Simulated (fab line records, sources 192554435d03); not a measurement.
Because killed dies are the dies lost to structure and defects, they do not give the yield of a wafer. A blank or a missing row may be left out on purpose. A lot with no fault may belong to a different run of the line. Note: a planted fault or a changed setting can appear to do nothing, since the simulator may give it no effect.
Split-lot study || flow n5Finfet || 7 lots, 21 wafers read, on a route of 1938 steps

## THE SPLIT ITSELF
At N5_FIN_SAQP_ETCH_34 (etches SiO2 in C4F6/O2, target depth 45 nm, time 15 s), the setting sourceW was moved away from the recipe's 345 W on 9 of the 21 wafers read, by -9.4% to +17.0%. For the rest of the wafers, this setting stayed at what the recipe calls for.

Reading taken at the split's own step.

## THE READING
rfVppV, in V, at N5_FIN_SAQP_ETCH_34 (etches SiO2 in C4F6/O2, target depth 45 nm, time 15 s). Typical for fault-free wafers on this fab line: 667 V, with standard deviation 12 V.

{"wafer": "L075.1", "tool, chamber at the split": "rieDiel-04, 0", "sourceW as run, W": 345, "against the recipe": "recipe", "rfVppV, V": 656, "against lot-mates on the recipe": "-"}
{"wafer": "L075.2", "tool, chamber at the split": "rieDiel-04, 1", "sourceW as run, W": 312.4, "against the recipe": "-9.4%", "rfVppV, V": 690, "against lot-mates on the recipe": "+34"}
{"wafer": "L075.3", "tool, chamber at the split": "rieDiel-04, 2", "sourceW as run, W": 312.4, "against the recipe": "-9.4%", "rfVppV, V": 697, "against lot-mates on the recipe": "+41"}
{"wafer": "L076.3", "tool, chamber at the split": "rieDiel-02, 2", "sourceW as run, W": 403.8, "against the recipe": "+17.0%", "rfVppV, V": 601, "against lot-mates on the recipe": -82}
{"wafer": "L076.4", "tool, chamber at the split": "rieDiel-02, 3", "sourceW as run, W": 345, "against the recipe": "recipe", "rfVppV, V": 683, "against lot-mates on the recipe": "-"}
{"wafer": "L076.5", "tool, chamber at the split": "rieDiel-02, 1", "sourceW as run, W": 403.8, "against the recipe": "+17.0%", "rfVppV, V": 608, "against lot-mates on the recipe": -75}
{"wafer": "L087.1", "tool, chamber at the split": "rieDiel-04, 1", "sourceW as run, W": 326.9, "against the recipe": "-5.2%", "rfVppV, V": 674, "against lot-mates on the recipe": "+6"}
{"wafer": "L087.5", "tool, chamber at the split": "rieDiel-04, 3", "sourceW as run, W": 345, "against the recipe": "recipe", "rfVppV, V": 668, "against lot-mates on the recipe": "-"}
{"wafer": "L087.6", "tool, chamber at the split": "rieDiel-04, 1", "sourceW as run, W": 326.9, "against the recipe": "-5.2%", "rfVppV, V": 674, "against lot-mates on the recipe": "+6"}
{"wafer": "L090.2", "tool, chamber at the split": "rieDiel-01, 2", "sourceW as run, W": 325.1, "against the recipe": "-5.8%", "rfVppV, V": 707, "against lot-mates on the recipe": "+19"}
{"wafer": "L090.5", "tool, chamber at the split": "rieDiel-01, 2", "sourceW as run, W": 345, "against the recipe": "recipe", "rfVppV, V": 688, "against lot-mates on the recipe": "-"}
{"wafer": "L090.6", "tool, chamber at the split": "rieDiel-01, 3", "sourceW as run, W": 325.1, "against the recipe": "-5.8%", "rfVppV, V": 698, "against lot-mates on the recipe": "+10"}
{"wafer": "L092.2", "tool, chamber at the split": "rieDiel-02, 2", "sourceW as run, W": 345, "against the recipe": "recipe", "rfVppV, V": 652, "against lot-mates on the recipe": "-"}
{"wafer": "L092.3", "tool, chamber at the split": "rieDiel-02, 1", "sourceW as run, W": 345, "against the recipe": "recipe", "rfVppV, V": 657, "against lot-mates on the recipe": "-"}
{"wafer": "L092.6", "tool, chamber at the split": "rieDiel-02, 3", "sourceW as run, W": 345, "against the recipe": "recipe", "rfVppV, V": 682, "against lot-mates on the recipe": "-"}
{"wafer": "L093.1", "tool, chamber at the split": "rieDiel-04, 1", "sourceW as run, W": 345, "against the recipe": "recipe", "rfVppV, V": 655, "against lot-mates on the recipe": "-"}
{"wafer": "L093.2", "tool, chamber at the split": "rieDiel-04, 0", "sourceW as run, W": 398.4, "against the recipe": "+15.5%", "rfVppV, V": 610, "against lot-mates on the recipe": -51}
{"wafer": "L093.6", "tool, chamber at the split": "rieDiel-04, 3", "sourceW as run, W": 345, "against the recipe": "recipe", "rfVppV, V": 667, "against lot-mates on the recipe": "-"}
{"wafer": "L094.2", "tool, chamber at the split": "rieDiel-02, 2", "sourceW as run, W": 345, "against the recipe": "recipe", "rfVppV, V": 651, "against lot-mates on the recipe": "-"}
{"wafer": "L094.4", "tool, chamber at the split": "rieDiel-02, 3", "sourceW as run, W": 345, "against the recipe": "recipe", "rfVppV, V": 682, "against lot-mates on the recipe": "-"}
{"wafer": "L094.6", "tool, chamber at the split": "rieDiel-02, 2", "sourceW as run, W": 345, "against the recipe": "recipe", "rfVppV, V": 652, "against lot-mates on the recipe": "-"}

THE FIT
A straight line over all 21 wafers: rfVppV changes by -3.56 V for each +1% of sourceW; r = -0.91; the points scatter about the line by 13 V.
The same after taking each lot's own level away (the mean of its wafers on the recipe; 21 wafers): -3.91 V for each +1%; r = -0.94; scatter 10 V.
That fit puts the effect of the largest move of sourceW on the reading at 67 V.
Measured against the standard deviation above, the lots' own levels, which go from 656.0 to 688.0 V, span 2.7 times it.
The two slopes are in agreement: the lot-to-lot level therefore moves the slope only a little.
Check: with one of the wafers moved furthest among these (+17.0%) left out of the fit, the line predicts -64.1 V for it against its lot-mates. Against them it came out at -82 V.
Tool readings at the split's step, against how far the setting was moved: etchRfOnTimeS r = -0.90; rfVppV r = -0.91.

## OTHER SPLITS APPLIED TO THESE WAFERS
These wafers also went through other splits before the reading. Each is held against what the fit with the lots' levels taken away leaves over:
{"other split on the same wafers": "N5_WELL_APT_COAT_02 spinRpm", "wafers away from the commonest value": 9, "r with rfVppV (lot level and that fit taken away)": "+0.08"}
{"other split on the same wafers": "N5_FIN_SAQP_PECVD_47 timeS", "wafers away from the commonest value": 6, "r with rfVppV (lot level and that fit taken away)": -0.24}

## THE WHOLE CHAIN: every reading that the file lists as answering this split, in the file's order
{"step": "N5_FIN_SAQP_ETCH_34", "what it does": "etches SiO2 in C4F6/O2, target depth 45 nm, time 15 s", "reading": "etchRfOnTimeS", "change (the file's fit)": "withheld for each +1% of the setting", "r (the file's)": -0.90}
{"step": "N5_FIN_SAQP_ETCH_34", "what it does": "etches SiO2 in C4F6/O2, target depth 45 nm, time 15 s", "reading": "rfVppV", "change (the file's fit)": "-3.83 V for each +1% of the setting", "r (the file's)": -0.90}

## THE FILE'S OWN FIT
rfVppV changes by -3.83 V for each +1% of sourceW, r = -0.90.
